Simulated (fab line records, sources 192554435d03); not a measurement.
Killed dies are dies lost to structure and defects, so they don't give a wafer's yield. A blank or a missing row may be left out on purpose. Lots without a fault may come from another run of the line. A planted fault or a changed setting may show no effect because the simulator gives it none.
fab line records | flow n5_finfet
record lots=10 wafers=27 last_day=19
route steps=1938 shown FIN_CUT@164 BEOL_M4@1111 PASSIVATION@1936
lots that met no fault: from a run of the same line without faults
start_h: hours from the record's first day to the start of the lot's first wafer shown | wait_h: hours since the lot's step before | " the same as in the row above | L1.1+2: a row that stands for several wafers | - no value, or no start given | * or withheld: withheld | < > ~ a bound
route shown NAME@n: a module of which the file shows steps, and the number in the route of the first | usual: mean/standard deviation of fault-free wafers | same: alike in all rows | chamber/n: place in a boat | sites: the reading at each site | _std_site: their standard deviation | _edge_site: outer sites' mean less inner sites' | radius_mm: how far each site lies from the wafer's centre | mask NAME#n: copy n | behind: the tool/chamber that last shaped the wafer | hold: why the lot was held/for how many hours/how that ended | device: the transistor (n, p or np) that didn't switch | end of line: the same wafers' tests at the end of the route | a step without rows: its recipe alone | killed: dies lost to structure and defects at the first sort, not the wafer's yield | map: a wafer's dies, x killed, . not, _ none there
set.NAME: the setting as run; set.NAME@STEP: as run at that earlier step | model.NAME: the simulator's own value behind a step, which no gauge read
steps of the route over a sample of lots; a table a step, a row a wafer
services: from which hour (start_h, from the record's first day; less than 0 if before it) a tool's chamber was out of use, for how many hours, and why
## steps
# step N5_FIN_CUT_OVL_MEAS_09
# recipe points_per_wafer=522
# usual FIN_CUT_OVL=0.3/0.58
# columns lot.wafer tool chamber start_h wait_h FIN_CUT_OVL[nm]
L289.1 overlay-01 0 57.01 0.0 -0.4
L289.3 " 0 " " -0.9
L289.4 " 0 " " 0.6
L290.3 overlay-01 0 63.39 0.0 -0.2
L290.4 " 0 " " 0.4
L290.5 " 0 " " 0.3
L291.2 overlay-01 0 68.58 0.0 -0.8
L291.3 " 0 " " -1.1
L291.5 " 0 " " 0.6
L292.2 overlay-01 0 74.46 0.0 0.3
L292.3 " 0 " " 0.6
L292.6 " 0 " " 1.5
L295.1 overlay-02 0 97.98 0.0 1.4
L295.4 " 0 " " 0.6
L295.6 " 0 " " 0.1
L299.2 overlay-01 0 117.12 0.0 1.1
L299.3 " 0 " " 1.2
L299.6 " 0 " " 0.6
L300.2 overlay-02 0 122.32 0.0 -0.1
L300.4 " 0 " " -0.6
L304.3 overlay-01 0 148.12 0.0 0.9
L304.5 " 0 " " 0.4
L306.1 overlay-02 0 158.47 0.0 -1.3
L306.3 " 0 " " 0.2
L306.5 " 0 " " 0.9
L307.4 overlay-01 0 166.09 0.0 0.9
L307.5 " 0 " " -0.7
# step N5_FIN_CUT_ETCH_20
# recipe chemistry=CF4 target=SiARC target_depth_a=260 mask_material=CAR-EUV time_s=43.3 ion_energy_ev=80 pressure_mtorr=40 source_w=545 bias_w=36 Ar_flow_sccm=100 cf4_flow_sccm=100 ends=cleared
# usual drypump_motor_current_A=5.5/0.56 etch_rf_on_time_s=43.4/1.2 oes_product_au=0.66/0.063 rf_vpp_V=183.8/1.2 showerhead_plenum_p_Torr=2.11/0.067 throttle_valve_pct=15.65/0.17
# columns lot.wafer tool chamber start_h wait_h drypump_motor_current_A etch_rf_on_time_s oes_product_au rf_hours_counter_h rf_vpp_V showerhead_plenum_p_Torr throttle_valve_pct
L289.1 rie_diel-04 1 57.16 0.0 5.6 43.3 0.70 101 183.0 2.16 15.59
L289.3 " 3 " " 6.4 41.6 0.68 107 184.0 2.14 15.65
L289.4 " 2 " " 4.8 45.2 0.61 178 182.6 2.02 15.39
L290.3 rie_diel-04 2 63.53 0.0 4.7 45.1 0.61 180 182.0 2.01 15.39
L290.4 " 3 " " 6.4 42.2 0.68 109 184.2 2.14 15.66
L290.5 " 2 " " 4.8 45.0 0.61 - 182.7 2.01 15.41
L291.2 rie_diel-03 3 68.72 0.0 6.2 43.5 0.76 14 183.6 2.11 15.59
L291.3 " 0 " " 4.9 43.6 0.60 243 182.1 2.03 15.75
L291.5 " 3 " " 6.2 43.6 0.76 - 185.1 2.11 15.58
L292.2 rie_diel-03 0 74.60 0.0 5.0 43.3 0.60 245 180.7 2.03 15.76
L292.3 " 1 " " 5.6 42.4 0.65 164 184.8 2.14 15.81
L292.6 " 0 " " 5.0 43.3 0.60 - 182.9 2.03 15.78
L295.1 rie_diel-03 2 98.13 0.0 5.1 43.2 0.72 79 184.7 2.18 15.67
L295.4 " 2 " " 5.1 42.6 0.73 - 183.2 2.18 15.65
L295.6 " 1 " " 5.6 42.2 0.65 - 184.5 2.13 15.84
L299.2 rie_diel-04 3 117.26 0.0 6.4 42.3 0.66 126 184.8 2.14 15.70
L299.3 " 0 " " 5.3 43.0 0.84 2 185.3 2.19 15.52
L299.6 " 2 " " 4.8 45.2 0.60 - 182.3 2.01 15.44
L300.2 rie_diel-03 2 122.62 0.0 5.1 43.3 0.72 87 184.7 2.18 15.65
L300.4 " 3 " " 6.2 43.3 0.74 31 183.9 2.11 15.62
L304.3 rie_diel-01 1 148.25 0.0 5.1 45.7 0.62 147 184.3 2.06 15.91
L304.5 " 2 " " 5.4 44.8 0.80 - 183.6 2.09 15.24
L306.1 rie_diel-04 2 158.61 0.0 4.7 44.4 0.60 201 183.9 2.01 15.44
L306.3 " 3 " " 6.4 42.3 0.65 136 185.3 2.13 15.69
L306.5 " 2 " " 4.7 44.7 0.60 - 184.4 2.01 15.45
L307.4 rie_diel-04 3 166.26 0.0 6.4 42.1 0.66 139 183.6 2.13 15.72
L307.5 " 3 " " 6.4 42.5 0.65 - 184.5 2.13 15.71
# step N5_FIN_CUT_CUT_ETCH_27
# recipe chemistry=CHF3/O2 target=SiO2 target_depth_a=40 mask_material=SOC overetch_a=20 time_s=4.9 pressure_mtorr=30 source_w=650 bias_w=170 Ar_flow_sccm=200 CHF3_flow_sccm=50 O2_flow_sccm=5 ion_energy_ev=200
# usual drypump_motor_current_A=5.5/0.56 oes_product_au=0.61/0.056 rf_vpp_V=523/12 showerhead_plenum_p_Torr=2.38/0.077 throttle_valve_pct=18.87/0.18
# columns lot.wafer tool chamber start_h wait_h drypump_motor_current_A oes_product_au rf_hours_counter_h rf_vpp_V showerhead_plenum_p_Torr throttle_valve_pct
L289.1 rie_diel-04 1 57.59 0.0 5.7 0.64 101 533 2.42 18.74
L289.3 " 3 " " 6.4 0.62 107 517 2.42 18.92
L289.4 " 2 " " 4.8 0.58 178 508 2.27 18.62
L290.3 rie_diel-04 2 63.95 0.0 4.7 0.58 181 507 2.27 18.59
L290.4 " 3 " " 6.4 0.62 109 518 2.42 18.93
L290.5 " 2 " " 4.7 0.58 - 507 2.27 18.62
L291.2 rie_diel-03 3 69.15 0.0 6.2 0.71 14 525 2.39 18.95
L291.3 " 0 " " 5.0 0.56 243 507 2.28 18.88
L291.5 " 3 " " 6.2 0.71 - 525 2.39 18.96
L292.2 rie_diel-03 0 75.02 0.0 5.0 0.55 245 507 2.27 18.89
L292.3 " 1 " " 5.6 0.59 164 532 2.39 18.92
L292.6 " 0 " " 5.0 0.56 - 506 2.27 18.89
L295.1 rie_diel-03 2 98.55 0.0 5.1 0.67 79 517 2.45 18.90
L295.4 " 2 " " 5.1 0.68 - 515 2.45 18.87
L295.6 " 1 " " 5.6 0.58 - 532 2.38 18.93
L299.2 rie_diel-04 3 117.69 0.0 6.4 0.61 126 517 2.41 18.97
L299.3 " 0 " " 5.3 0.78 2 536 2.48 18.91
L299.6 " 2 " " 4.7 0.58 - 508 2.27 18.63
L300.2 rie_diel-03 2 123.05 0.0 5.1 0.66 88 516 2.45 18.89
L300.4 " 3 " " 6.2 0.68 31 524 2.39 18.97
L304.3 rie_diel-01 1 148.68 0.0 5.1 0.60 148 528 2.34 19.26
L304.5 " 2 " " 5.5 0.76 - 551 2.34 18.46
L306.1 rie_diel-04 2 159.04 0.0 4.7 0.57 201 506 2.27 18.64
L306.3 " 3 " " 6.4 0.60 137 516 2.41 18.99
L306.5 " 2 " " 4.7 0.57 - 505 2.27 18.66
L307.4 rie_diel-04 3 166.69 0.0 6.4 0.59 140 515 2.41 18.99
L307.5 " 3 " " 6.4 0.59 - 517 2.41 18.99
# step N5_FIN_CUT_PRECLEAN_35
# recipe time_s=13.3 temp_c=45 pressure_torr=125 p_hf_torr=3 p_coreactant_torr=25 chemistry=vHF
# usual drypump_motor_current_A=5.73/0.21 time_s=13.3/0
# columns lot.wafer tool chamber start_h wait_h drypump_motor_current_A time_s
L289.1 vapor_etch-01 0 57.66 0.0 5.75 13.3
L289.3 " 1 " " 5.81 13.3
L289.4 " 0 " " 5.77 13.3
L290.3 vapor_etch-02 1 64.04 0.1 5.91 13.3
L290.4 " 0 " " 5.23 13.3
L290.5 " 1 " " 5.94 13.3
L291.2 vapor_etch-01 0 69.22 0.0 5.78 13.3
L291.3 " 1 " " 5.79 13.3
L291.5 " 1 " " 5.78 13.3
L292.2 vapor_etch-02 1 75.09 0.0 5.95 13.3
L292.3 " 0 " " 5.24 13.3
L292.6 " 0 " " 5.24 13.3
L295.1 vapor_etch-01 0 98.62 0.0 5.81 13.3
L295.4 " 1 " " 5.81 13.3
L295.6 " 1 " " 5.82 13.3
L299.2 vapor_etch-02 0 117.76 0.0 5.24 11.284
L299.3 " 1 " " 5.95 11.284
L299.6 " 1 " " 5.93 13.3
L300.2 vapor_etch-02 0 123.11 0.0 5.22 11.284
L300.4 " 1 " " 5.96 13.3
L304.3 vapor_etch-02 1 148.77 0.1 5.93 11.284
L304.5 " 0 " " 5.23 13.3
L306.1 vapor_etch-01 0 159.11 0.0 5.75 13.3
L306.3 " 1 " " 5.77 13.3
L306.5 " 0 " " 5.83 13.3
L307.4 vapor_etch-01 1 166.78 0.1 5.78 13.3
L307.5 " 1 " " 5.81 13.3
# step N5_BEOL_M4_RC_MEAS_101
# usual DIBL_N=36.5/2.2 DIBL_P=36.9/2.9 IOFF_N=0.17/0.044 IOFF_P=0.22/0.052 ION_N=671/16 ION_P=461/10 SS_N=71.6/0.73 SS_P=73.5/0.79 VT_N=250/4.1 VT_P=-250/4.1
# columns lot.wafer tool chamber start_h wait_h DIBL_N[mV/V] DIBL_P[mV/V] IOFF_N[nA/um] IOFF_P[nA/um] ION_N[uA/um] ION_P[uA/um] SS_N[mV/dec] SS_P[mV/dec] VT_N[mV] VT_P[mV]
L289.1 prober-02 0 207.74 0.0 36.2 37.7 0.19 0.27 680 476 71.6 73.3 245 -245
L289.3 " 0 " " 35.3 36.1 0.17 0.24 671 462 70.7 73.0 249 -247
L289.4 " 0 " " 36.0 37.1 0.16 0.24 668 467 71.7 74.0 251 -249
L290.3 prober-01 0 213.08 0.3 37.5 38.7 0.20 0.24 692 466 72.0 74.6 246 -251
L290.4 " 0 " " 34.3 35.8 0.14 0.20 654 450 71.6 73.7 253 -252
L290.5 " 0 " " 36.0 36.9 0.16 0.20 671 457 72.1 73.9 251 -249
L291.2 prober-01 0 219.46 0.2 37.2 36.5 0.16 0.25 671 462 71.9 73.6 252 -246
L291.3 " 0 " " 33.1 31.3 0.11 0.18 648 447 71.2 73.2 255 -248
L291.5 " 0 " " 36.8 36.6 0.16 0.24 660 462 71.2 73.8 250 -247
L292.2 prober-01 0 242.80 0.2 35.8 35.2 0.14 0.19 670 454 71.9 73.4 253 -253
L292.3 " 0 " " 37.1 38.6 0.16 0.24 652 453 72.5 73.8 248 -250
L292.6 " 0 " " 34.8 32.0 0.13 0.14 638 436 72.4 72.6 258 -258
L295.1 prober-01 0 260.88 0.0 33.4 32.6 0.11 0.14 661 448 70.1 73.1 256 -258
L295.4 " 0 " " 38.8 38.4 0.19 0.21 669 446 72.4 73.8 251 -252
L295.6 " 0 " " 36.5 35.0 0.14 0.17 657 454 71.5 72.4 254 -255
L300.2 prober-02 0 287.13 0.2 38.3 38.7 0.21 0.26 685 468 72.3 74.0 244 -249
L300.4 " 0 " " 39.6 39.2 0.24 0.27 695 468 72.1 74.2 243 -248
L299.2 prober-01 0 291.34 0.4 38.2 39.8 0.20 0.26 690 471 72.4 74.4 245 -245
L299.3 " 0 " " 38.2 39.8 0.20 0.25 684 468 72.4 73.7 249 -249
L299.6 " 0 " " 37.2 38.8 0.19 0.24 687 463 72.5 73.9 245 -248
L304.3 prober-02 0 315.88 0.3 35.8 36.5 0.18 0.27 694 485 71.9 73.2 246 -243
L304.5 " 0 " " 40.6 41.2 0.31 0.38 707 487 72.5 74.8 241 -238
L306.1 prober-01 0 317.82 0.0 35.3 35.5 0.14 0.18 666 461 70.9 73.1 250 -252
L306.3 " 0 " " 38.1 38.7 0.18 0.23 674 463 71.7 74.3 247 -249
L306.5 " 0 " " 37.8 39.4 0.17 0.25 668 461 71.4 74.4 248 -252
L307.4 prober-01 0 340.80 0.5 40.2 42.9 0.23 0.29 669 456 72.3 74.7 248 -247
L307.5 " 0 " " 42.3 44.0 0.28 0.33 702 471 73.4 75.0 242 -243
# step N5_PASSIVATION_PROBE_49
# usual defect_limited_yield=91.3/1.4 killed_at_M0_to_M3=36/10 killed_at_M4_up=13/5.4 killed_at_contacts=12/5.3 killed_at_front_end=39/10 killed_at_other=3.2/2.7 killed_dies=103/16 killed_open=68/13 killed_short=33/6.6 sort_bin_4_leakage=0.01/0.031 sort_bin_5_function=5.1/0.92 sort_bin_6_memory=3.3/0.68 sort_bin_8_speed=0.1/0.41 sort_n_pass=1077/17 sort_yield_pct=91.2/1.4
# same gross_dies=1180 killed_at_back_side=0
# columns lot.wafer tool chamber start_h wait_h defect_limited_yield[%] killed_at_M0_to_M3 killed_at_M4_up killed_at_contacts killed_at_front_end killed_at_other killed_dies killed_open killed_short sort_bin_4_leakage[%] sort_bin_5_function[%] sort_bin_6_memory[%] sort_bin_8_speed[%] sort_n_pass sort_yield_pct[%]
L300.4 prober-02 - 395.83 0.5 92.6 21 16 7 41 2 87 53 34 0.08 3.2 3.6 0 1092 92.5
# killed by level:class
L300.4 FIN_SAQP:geometric_particle:open=12 FIN_SAQP:geometric_particle:short=10 ILD0:geometric_particle:short=7 BEOL_M3:geometric_particle:open=7 MOL_CONTACT_COAG:geometric_particle:open=6 BEOL_M4:geometric_particle:open=6 BEOL_M2:geometric_particle:short=5 STI_FIN_REVEAL:geometric_particle:open=4
## services
# columns tool chamber start_h hours kind
rie_diel-04 - 52.58 0.2 repair
rie_diel-03 0 55.84 5.4 repair
vapor_etch-01 - 62.01 0.3 repair
rie_diel-03 0 92.95 - clean
rie_diel-03 0 92.95 - consumable_replace:focus_ring
rie_diel-03 0 92.95 - consumable_replace:showerhead
rie_diel-03 0 92.95 12.8 scheduled_down
rie_diel-03 0 92.95 12.8 vent_cycle
rie_diel-04 0 93.96 - clean
rie_diel-04 0 93.96 - consumable_replace:focus_ring
rie_diel-04 0 93.96 15.1 scheduled_down
rie_diel-04 0 93.96 15.1 vent_cycle
rie_diel-04 2 96.27 15.7 repair
rie_diel-01 2 99.32 - clean
rie_diel-01 2 99.32 - consumable_replace:focus_ring
rie_diel-01 2 99.32 21.5 scheduled_down
rie_diel-01 2 99.32 21.5 vent_cycle
rie_diel-01 3 128.89 - clean
rie_diel-01 3 128.89 - consumable_replace:focus_ring
rie_diel-01 3 128.89 24.4 scheduled_down
rie_diel-01 3 128.89 24.4 vent_cycle
rie_diel-04 - 136.35 1.1 repair
rie_diel-04 0 152.81 8.1 repair
rie_diel-01 0 153.30 - clean
## key
first_sign step=N5_FIN_CUT_PRECLEAN_35 reading=time_s direction=down sigmas=99+ usual=* struck=*
effect none on later readings
met_at N5_FIN_CUT_PRECLEAN_35
struck_lots L299,L300,L304
struck_wafers L299.2,L299.3,L300.2,L304.3
baseline_loss step=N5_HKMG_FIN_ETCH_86 wafers=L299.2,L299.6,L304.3
not_acting_at N5_FIN_CUT_OVL_MEAS_09,N5_FIN_CUT_ETCH_20,N5_FIN_CUT_CUT_ETCH_27
onset_between 75.09 117.76
fault kind=process_parameter_drift tool=vapor_etch-02 chamber=- onset_h=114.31 steps=N5_FIN_CUT_PRECLEAN_35 channel=time_s offset=* shape=step end_h=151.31 scope=struck_wafers_only stated=*
# baseline_loss: these wafers lose ten dies or more at that step, a loss of the line's own and not of a fault; the sort's usual values leave them out
